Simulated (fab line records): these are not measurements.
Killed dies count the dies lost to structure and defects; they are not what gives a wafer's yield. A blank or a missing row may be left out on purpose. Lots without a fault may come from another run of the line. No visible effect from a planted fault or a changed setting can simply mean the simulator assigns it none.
Comparing a struck lot with a sound one + flow nand-harc + 14 steps out of a route of 1159
Sound: the wafers L743.4, L743.5, L743.6. The struck wafers were L749.1, L749.5, L749.6. The cause comes at the end.
For every step that has rows: the tool of each side, followed by ch and its chambers, followed by its first start. Under that, the readings that differ: sound wafers + struck wafers + difference of the means + sigmas: that difference in standard deviations of wafers without a fault.
alike: a reading whose means differ by less than 2 such deviations, as well as words and numbers matching on both sides. not compared: withheld readings; readings where some wafer has no value; bounds like >300 that might hide an equal value; numbers whose values overlap and for which the record gives no deviation.
The two part at a step that has a row with sigmas, a row that says differs or no value, or rows on one side only. When numbers do not overlap yet have no deviation, they are printed without sigmas and do not part them. A reading that every wafer of one side lacks parts them only if that side has two wafers or more.

NHARC_P_M1_PRE_CLEAN_30: time 30 s.
  sound on pvd-sputter-01; struck on pvd-sputter-02
  alike: heater-power-w
then, 3 steps without rows for these wafers: NHARC_P_M1_PVD_20 (deposits TaN, target thk 5 nm, time 8.06 s); NHARC_P_M1_PVD_21 (deposits Cu, target thk 30 nm, time 20.49 s); NHARC_P_M1_ECD_22 (material Cu, target thk 400 nm).
NHARC_P_M1_ANNEAL_31: time 90 s.
  sound on rtp-anneal-02 ch 0, day 6 10:40; struck on rtp-anneal-01 ch 0, day 7 23:55
  alike: anneal-temp-c, anneal-temp-c-max, wafer_temp_C_max
NHARC_P_M1_CMP_23: polishes, t overpolish 20 s, target thk 157.82 nm.
  sound on cmp-03 ch 0,1,2, day 6 10:56; struck on cmp-03 ch 2,3, day 8 00:16
  alike: motor-current-A, time-to-endpoint-s
NHARC_P_M1_THK_MEAS_24: measures by xrf.
  sound on film-metro-01, day 6 11:10; struck on film-metro-01, day 8 00:35
  alike: thk-nm
after that, 1 step had no rows for these wafers: NHARC_P_M1_SRD_25.
NHARC_P_M1_INSPECT_27:
  sound on defect-inspect-02, day 6 11:19; struck on defect-inspect-02, day 8 00:44
  alike: raw-defect-count
NHARC_P_M1_PRE_CLEAN_32: time 12 s.
  sound on pecvd-03 ch 1,2, day 6 11:26; struck on pecvd-01 ch 0,1,2, day 8 00:50
  alike: heater-power-w, rf-fwd-power-W
  not compared: since-wet-clean-h
NHARC_P_M1_DEP_33: deposits SiCN, target thk 30 nm.
  sound on pecvd-03 ch 1,2, day 6 11:39; struck on pecvd-01 ch 0,1,2, day 8 00:59
  alike: chamber-pressure-Torr, heater-power-outer-w, heater-power-w, rf-fwd-power-W
  not compared: since-wet-clean-h
NHARC_P_M2_DEP_00: deposits SiOC, target thk 182.5 nm.
  sound on pecvd-01 ch 0,1,2, day 6 12:22; struck on pecvd-03 ch 0,1, day 8 01:21
  no value came back on the struck wafers for chamber-pressure-Torr (Torr), rf-fwd-power-W (W); on the sound wafers chamber-pressure-Torr (Torr) reads 5.001 4.979 5.013
  not compared: since-wet-clean-h
then, 1 step without rows for these wafers: NHARC_P_M2_DEHYDRATE_01 (time 120 s).
-- jump in the record: it breaks off in module P_M2 and resumes in module END (first step shown: number 1159 of the route), and 13 days separate the struck wafers' starts before and after --
NHARC_END_SORT_01:
  only the struck wafers appear in the record here, on prober-02 ch 0 at day 20 14:16; the sound ones have no rows

WHERE THEY PART
Last at NHARC_END_SORT_01 as far as this record goes, first at NHARC_P_M2_DEP_00.

WHY: the cause the simulator had injected
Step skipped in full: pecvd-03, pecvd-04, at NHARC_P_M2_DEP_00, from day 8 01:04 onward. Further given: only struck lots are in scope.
